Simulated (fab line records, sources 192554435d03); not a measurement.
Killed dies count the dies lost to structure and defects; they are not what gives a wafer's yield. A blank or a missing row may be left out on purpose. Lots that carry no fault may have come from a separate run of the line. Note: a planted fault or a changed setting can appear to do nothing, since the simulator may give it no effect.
Which of the tools did it? / flow n5Finfet / 33 wafers from 11 lots sampled at 2 of the route's 1938 steps

== WHAT THE GAUGES SHOWED, per wafer ==
N5_SDB_INSPECT_13: inspects for defects (brightfield).
lot=L075; measured=day 3 23:12; on=defectInspect-01; rawDefectCount=89 69 67
lot=L077; measured=day 4 12:32; on=defectInspect-02; rawDefectCount=107 70 119
lot=L079; measured=day 5 02:32; on=defectInspect-01; rawDefectCount=46 42 44
lot=L081; measured=day 5 14:34; on=defectInspect-02; rawDefectCount=66 122 68
lot=L083; measured=day 6 00:12; on=defectInspect-02; rawDefectCount=101 77 100
lot=L085; measured=day 6 15:11; on=defectInspect-01; rawDefectCount=90 111 83
lot=L087; measured=day 7 01:11; on=defectInspect-01; rawDefectCount=74 52 57
lot=L089; measured=day 7 13:43; on=defectInspect-01; rawDefectCount=52 66 32
lot=L091; measured=day 8 01:25; on=defectInspect-02; rawDefectCount=75 110 141
lot=L093; measured=day 8 13:49; on=defectInspect-01; rawDefectCount=122 57 101
lot=L096; measured=day 9 15:06; on=defectInspect-01; rawDefectCount=67 35 85

== WHAT TOOL EACH LOT RAN ON (gives the tool, then ch and the chambers of the sampled wafers, and finally the start) ==
lot=L075; N5_ILD0_CMP_03=cmp-03 ch 0,3, day 3 18:48
lot=L077; N5_ILD0_CMP_03=cmp-03 ch 0,2, day 4 08:08
lot=L079; N5_ILD0_CMP_03=cmp-01 ch 0,1,2, day 4 22:07
lot=L081; N5_ILD0_CMP_03=cmp-03 ch 1,2,3, day 5 10:12
lot=L083; N5_ILD0_CMP_03=cmp-02 ch 1,2,3, day 5 19:48
lot=L085; N5_ILD0_CMP_03=cmp-01 ch 0,1,3, day 6 10:55
lot=L087; N5_ILD0_CMP_03=cmp-02 ch 2,3, day 6 20:55
lot=L089; N5_ILD0_CMP_03=cmp-03 ch 2,3, day 7 09:06
lot=L091; N5_ILD0_CMP_03=cmp-03 ch 0,2,3, day 7 20:54
lot=L093; N5_ILD0_CMP_03=cmp-02 ch 0,1,2, day 8 08:44
lot=L096; N5_ILD0_CMP_03=cmp-03 ch 0,3, day 9 10:25
- N5_ILD0_CMP_03: polishes, stops on SiNx, t overpolish 1.9 s, target thk 197.38 nm.

== THE ANSWER, worked out from the rows above alone ==
Rule: usual is defined by the lots themselves. The widest of any qualifying gaps counts: lots, ordered by their means at a reading, are off when they make up no more than a third of the lots, leave a main group of 4 or more, and stand apart from it by 3 or more times the standard deviation of that group's means. The tables above print the reading to a certain number of digits; a main group whose means all agree to those digits is not used. A lot without any number at a reading at which 4 lots or more have one is off too. Where the step has rows for the other lots, those lots are counted as sound.
Across all readings shown, no lot is off: no conclusion can be drawn from this.

== WHAT WAS PUT IN BY THE SIMULATOR ==
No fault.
